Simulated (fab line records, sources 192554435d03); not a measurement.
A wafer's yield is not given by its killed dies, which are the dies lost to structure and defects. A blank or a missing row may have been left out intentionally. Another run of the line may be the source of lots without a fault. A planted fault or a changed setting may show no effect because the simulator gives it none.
A struck lot beside a sound one ; flow n5-finfet ; 43 out of 1938 route steps
Sound: these wafers, L306.1, L306.4, L306.6. Struck: wafer L321.6 (left out: L321.3, L321.5 of the same lot, which were not struck); the cause appears at the end.
Order at every step that has rows: each side's tool, ch and its chambers, its first start. Under that, the readings that differ: sound wafers ; struck wafers ; difference of the means ; sigmas: that difference in standard deviations of wafers without a fault.
alike: a reading whose means differ by less than 2 such deviations, as well as words and numbers matching on both sides. not compared: withheld readings; readings where some wafer has no value; bounds like >300 that might hide an equal value; numbers whose values overlap and for which the record gives no deviation.
Wherever a step has rows on one side only, a row that says differs or no value, or a row with sigmas, the two part there. When numbers do not overlap yet have no deviation, they are printed without sigmas and do not part them. A reading that every wafer of one side lacks parts them only if that side has two wafers or more.

first, 1 step without rows for these wafers: N5_BEOL_M2_STRIP_83 (strips in C4F6/O2).
N5_BEOL_M2_STRIP_36: strips in N2/H2.
  sound on rie-diel-05 ch 2,3, day 7 04:24; struck on rie-diel-05 ch 3, day 10 14:05
  alike: drypump-motor-current-A, oes-product-au, rf-vpp-V, showerhead-plenum-p-Torr, throttle-valve-pct
  not compared: rf-hours-counter-h
then, 3 steps without rows for these wafers: N5_BEOL_M2_TRENCH_ETCH_37 (etches SiOC in C4F6/O2, target depth 55.555 nm, time 29.2 s); N5_BEOL_M2_ETCH_41 (etches SiCN in CH3F/O2, target depth 29.9 nm, time 52.5 s); N5_BEOL_M2_STRIP_97 (strips in N2/H2, time 10 s).
N5_BEOL_M2_OCD_MEAS_38:
  sound on ocd-02 at day 7 04:36; struck on ocd-02 at day 10 14:17
  alike: trench-depth-nm
then, 4 steps without rows for these wafers: N5_BEOL_M2_HM_STRIP_39 (strips TiN in peroxide tin strip, target depth 25 nm, time 158 s); N5_BEOL_M2_SRD_40 (time 30 s); N5_BEOL_M2_PRECLEAN_42 (cleans in residue remover, time 60 s); N5_BEOL_M2_SRD_43 (time 30 s).
N5_BEOL_M2_CD_MEAS_35: target cd 18 nm, target cd y 22.2 nm.
  sound on cd-sem-03 at day 7 04:45; struck on cd-sem-03 at day 10 14:26
  alike: cd-nm
then, 1 step without rows for these wafers: N5_BEOL_M2_DEGAS_44 (time 60 s).
N5_BEOL_M2_PRE_CLEAN_45: time 30 s.
  sound on pvd-sputter-02 at day 7 04:59; struck on pvd-sputter-01 at day 10 14:49
reading;sound;struck;difference;sigmas
susceptor-temp-C (C);249.96 250.18 249.88;249.63;-0.38;-2
  alike: heater-power-w
then, 3 steps without rows for these wafers: N5_BEOL_M2_ALD_84 (deposits TaN, pulse time 2 s, purge time 3 s, co reactant purge time 2 s); N5_BEOL_M2_SURFACE_TREAT_85; N5_BEOL_M2_CVD_47 (deposits Co from CCTBA/H2, target thk 3 nm, time 223.8 s).
N5_BEOL_M2_SPUTTER_48: material Cu, target thk 4.5 nm, time 8.29 s.
  sound on pvd-sputter-03 at day 7 06:28; struck on pvd-sputter-01 at day 10 15:37
reading;sound;struck;difference;sigmas
throttle-valve-pct (%);28.8 29.3 28.6;31.3;+2.4;+2
  alike: susceptor-temp-C
N5_BEOL_M2_ANNEAL_49: time 240 s.
  sound on pvd-sputter-03 at day 7 06:33; struck on pvd-sputter-01 at day 10 15:41
  alike: heater-power-w, susceptor-temp-C
then, 13 steps without rows for these wafers: N5_BEOL_M2_SPUTTER_79 (material Cu, target thk 4.5 nm, time 8.29 s); N5_BEOL_M2_ANNEAL_80 (time 240 s); N5_BEOL_M2_SPUTTER_81 (material Cu, target thk 4.5 nm, time 8.29 s); N5_BEOL_M2_ANNEAL_82 (time 240 s); N5_BEOL_M2_SPUTTER_86 (material Cu, target thk 4.5 nm, time 8.29 s); N5_BEOL_M2_ANNEAL_87 (time 240 s); N5_BEOL_M2_SPUTTER_88 (material Cu, target thk 4.5 nm, time 8.29 s); N5_BEOL_M2_ANNEAL_89 (time 240 s); N5_BEOL_M2_SPUTTER_90 (material Cu, target thk 4.5 nm, time 8.29 s); N5_BEOL_M2_ANNEAL_91 (time 240 s); N5_BEOL_M2_SPUTTER_92 (material Cu, target thk 4.5 nm, time 8.29 s); N5_BEOL_M2_ANNEAL_93 (time 240 s); N5_BEOL_M2_SPUTTER_94 (material Cu, target thk 4.5 nm, time 8.29 s).
N5_BEOL_M2_ANNEAL_95: time 240 s.
  sound on pvd-sputter-03 at day 7 08:05; struck on pvd-sputter-01 at day 10 17:14
  alike: heater-power-w, susceptor-temp-C
then, 4 steps without rows for these wafers: N5_BEOL_M2_SPUTTER_96 (material Cu, target thk 4.5 nm, time 8.29 s); N5_BEOL_M2_ECD_50 (material Cu, target thk 300 nm); N5_BEOL_M2_ANNEAL_51 (time 90 s); N5_BEOL_M2_CMP_52 (polishes, stops on SiOC, t overpolish 6.8 s, target thk 40 nm).
N5_BEOL_M2_THK_MEAS_53: measures by xrf.
  sound on film-metro-02 at day 7 09:17; struck on film-metro-01 at day 10 18:16
  alike: M2_THK
then, 1 step without rows for these wafers: N5_BEOL_M2_PRE_CLEAN_60 (time 15 s).
N5_BEOL_M2_CO_CAP_55: material Co, precursor CCTBA/H2, target thk 2 nm, time 102.1 s.
  sound on cvd-co-02 ch 0,1,2, day 7 09:22; struck on cvd-co-02 ch 1, day 10 18:21
  alike: heater-power-w, susceptor-temp-C
then, 2 steps without rows for these wafers: N5_BEOL_M2_PRE_CLEAN_56 (time 15 s); N5_BEOL_M2_DEP_57 (deposits SiCN from 3MS/NH3, target thk 8 nm, time 14 s).
N5_BEOL_M2_RS_MEAS_58: uses a four-point probe to measure.
  sound on film-metro-02 at day 7 09:32; struck on film-metro-02 at day 10 18:32
  alike: M2_RS
-- here the record skips 6 days between the struck wafers' starts before and after, leaving off in module BEOL_M2 and picking up in module PASSIVATION (first step shown: number 1936 of the route) --
N5_PASSIVATION_PROBE_49:
  record: rows for the struck wafers here (prober-01, day 16 06:47), none for the sound ones

WHERE THEY PART
Earliest at N5_BEOL_M2_PRE_CLEAN_45; latest, in this record, at N5_PASSIVATION_PROBE_49.

WHY: what had been put in by the simulator
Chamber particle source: pvd-sputter-01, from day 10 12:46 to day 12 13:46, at N5_BEOL_M2_PRE_CLEAN_45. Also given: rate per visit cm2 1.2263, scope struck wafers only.
